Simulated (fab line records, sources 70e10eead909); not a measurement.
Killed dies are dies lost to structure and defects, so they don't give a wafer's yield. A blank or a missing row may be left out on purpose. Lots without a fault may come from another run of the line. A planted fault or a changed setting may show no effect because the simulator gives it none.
Chamber matching | flow nand_harc | NHARC_A_CHANNEL_HOLE_D1_ETCH_38 on rie_diel-08: 4 sister chambers
The step etches the open film in CF4, target depth 39 nm, time 65 s. 7 wafers are shown with their chamber, then 7 later ones without.

WAFERS WITH THEIR CHAMBER
wafer  | chamber | run_length_s (s) | rf_vpp_V (V)
L373.3 | 2       | 86.0             | 151.7
L376.5 | 3       | 87.0             | 153.3
L377.1 | 0       | 86.3             | 150.9
L377.5 | 0       | 85.9             | 150.3
L378.4 | 3       | 87.5             | 152.4
L378.5 | 1       | 86.8             | 149.3
L380.2 | 1       | 86.5             | 151.1

WAFERS WITHOUT THEIR CHAMBER
wafer  | run_length_s (s) | rf_vpp_V (V)
L380.3 | 86.6             | 149.2
L380.5 | 86.0             | 152.5
L387.1 | 87.0             | 153.2
L387.3 | 86.7             | 149.5
L387.5 | 86.8             | 150.4
L388.3 | 87.2             | 152.8
L388.4 | 86.0             | 151.9

WHICH CHAMBER EACH WENT THROUGH
wafer  | from the rows above     | in truth
L380.3 | can't be placed: 1 or 0 | 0
L380.5 | can't be placed: 2 or 0 | 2
L387.1 | 3                       | 3
L387.3 | can't be placed: 1 or 0 | 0
L387.5 | can't be placed: 1 or 0 | 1
L388.3 | 3                       | 3
L388.4 | can't be placed: 2 or 0 | 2
Placed correctly: 2 of 7. Can't be placed from these rows: 5 (the true chamber is among the candidates in 5). Placed wrongly: 0.
How it was worked out, from the rows above alone: a wafer's distance from a chamber is the root of the sum, over the readings, of the square of ((its reading less the chamber's mean) divided by the reading's scatter). The wafer belongs to the nearest chamber; if the next one is less than 2 further off, it can't be placed. A chamber's mean is the mean of its shown wafers. The scatter: the root of (the sum of the squares of (reading less its chamber's mean) over the shown wafers, divided by (wafers less chambers)).
